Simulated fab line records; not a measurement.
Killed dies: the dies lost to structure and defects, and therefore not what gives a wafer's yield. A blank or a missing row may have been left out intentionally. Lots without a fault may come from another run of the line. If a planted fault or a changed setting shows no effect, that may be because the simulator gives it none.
Chamber matching ; flow nandHarc ; 3 sister chambers for NHARC_P_M1_DEP_33 on pecvd-02
The step deposits SiCN, target thk 30 nm. 3 wafers are shown with their chamber, then 7 later ones without.

== WAFERS, EACH WITH ITS CHAMBER ==
wafer;chamber;heaterPowerW (W)
L173.5;1;622
L177.1;2;560
L177.5;0;607

== WAFERS MISSING THEIR CHAMBER ==
wafer;heaterPowerW (W)
L177.6;534
L179.1;534
L179.2;519
L179.6;542
L187.2;540
L187.4;571
L187.6;543

== CHAMBER TAKEN BY EACH ==
wafer;from the rows above;in truth
L177.6;can't be placed: 2 or 0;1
L179.1;can't be placed: 2 or 0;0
L179.2;can't be placed: 2 or 0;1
L179.6;can't be placed: 2 or 0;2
L187.2;can't be placed: 2 or 0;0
L187.4;can't be placed: 2 or 0 or 1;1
L187.6;can't be placed: 2 or 0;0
Placed correctly: 0 of 7. From these rows, 7 cannot be placed; in 5 the true chamber is one of the candidates. Wrongly placed: 0.
How it was worked out, from the rows above alone: a wafer's distance from a chamber is the root of the sum, over the readings, of the square of ((its reading less the chamber's mean) divided by the reading's scatter). The wafer belongs to the nearest chamber; if the next one is less than 2 further off, it can't be placed. A chamber's mean is the mean of its shown wafers. The scatter (one wafer shown for each chamber): square how far every hidden wafer sits from the nearest shown wafer, average those squares and take the square root.
